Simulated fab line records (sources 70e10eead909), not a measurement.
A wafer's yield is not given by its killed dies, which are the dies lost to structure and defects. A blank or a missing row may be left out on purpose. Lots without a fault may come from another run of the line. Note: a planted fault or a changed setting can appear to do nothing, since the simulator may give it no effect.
Matching of chambers + flow nandHarc + 4 sister chambers for NHARC_A_WL_FILL_ALD_19 on aldMetal-02
The step deposits TiN, target thk 2 nm, pulse time 3 s, ald cycles 100. 16 wafers are shown with their chamber, then 8 later ones without.

## EACH WAFER AND ITS CHAMBER
| wafer  | chamber | heaterPowerW (W) | precursorPulseHeightRel |
|--------|---------|------------------|-------------------------|
| L077.2 | 3       | 1142             | 1.009                   |
| L077.5 | 1       | 1337             | 0.980                   |
| L077.6 | 0       | 1130             | 0.994                   |
| L080.1 | 1       | 1335             | 0.990                   |
| L080.4 | 2       | 1118             | 1.019                   |
| L080.6 | 2       | 1167             | 0.993                   |
| L081.1 | 3       | 1138             | 1.022                   |
| L081.2 | 1       | 1341             | 0.971                   |
| L081.5 | 0       | 1152             | 0.989                   |
| L085.1 | 3       | 1153             | 0.986                   |
| L085.2 | 1       | 1370             | 1.019                   |
| L085.6 | 1       | 1357             | 1.026                   |
| L089.1 | 3       | 1131             | 1.001                   |
| L089.4 | 1       | 1353             | 1.027                   |
| L089.6 | 0       | 1037             | 1.009                   |
| L092.1 | 0       | 1008             | 1.010                   |

SIGNATURES, as means of the wafers listed above
| reading                 | chamber 0 | chamber 1 | chamber 2 | chamber 3 | scatter within a chamber |
|-------------------------|-----------|-----------|-----------|-----------|--------------------------|
| heaterPowerW            | 1081.75   | 1348.83   | 1142.50   | 1141.00   | 37.7                     |
| precursorPulseHeightRel | 1.00050   | 1.00217   | 1.00600   | 1.00450   | 0.0192                   |
Rule: for a wafer and a chamber, the distance is found by dividing, reading by reading, the gap between the wafer's reading and the chamber's mean by the reading's scatter, squaring, summing and taking the root. If the next closest chamber is less than 2 further off than the closest, the wafer can't be placed; otherwise it belongs to the closest. The scatter: take each reading less its chamber's mean, square it, sum over the shown wafers, divide by the number of wafers less the number of chambers, and take the root.

## WAFERS MISSING THEIR CHAMBER
| wafer  | heaterPowerW (W) | precursorPulseHeightRel |
|--------|------------------|-------------------------|
| L092.3 | 1146             | 0.954                   |
| L092.6 | 1353             | 1.003                   |
| L093.3 | 1029             | 0.998                   |
| L093.4 | 1347             | 0.971                   |
| L093.5 | 1131             | 0.985                   |
| L095.1 | 1137             | 1.017                   |
| L095.2 | 1137             | 1.003                   |
| L095.3 | 1021             | 0.995                   |

## WHICH CHAMBER EACH ONE RAN IN
| wafer  | from the rows above          | in truth |
|--------|------------------------------|----------|
| L092.3 | can't be placed: 3 or 2 or 0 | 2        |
| L092.6 | 1                            | 1        |
| L093.3 | can't be placed: 0 or 3 or 2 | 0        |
| L093.4 | 1                            | 1        |
| L093.5 | can't be placed: 3 or 2 or 0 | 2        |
| L095.1 | can't be placed: 2 or 3 or 0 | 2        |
| L095.2 | can't be placed: 3 or 2 or 0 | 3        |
| L095.3 | can't be placed: 0 or 3 or 2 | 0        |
Correct placement for 2 of the 8. Cannot be placed on the basis of these rows: 6; the candidates contain the true chamber in 6. 0 placed wrongly.
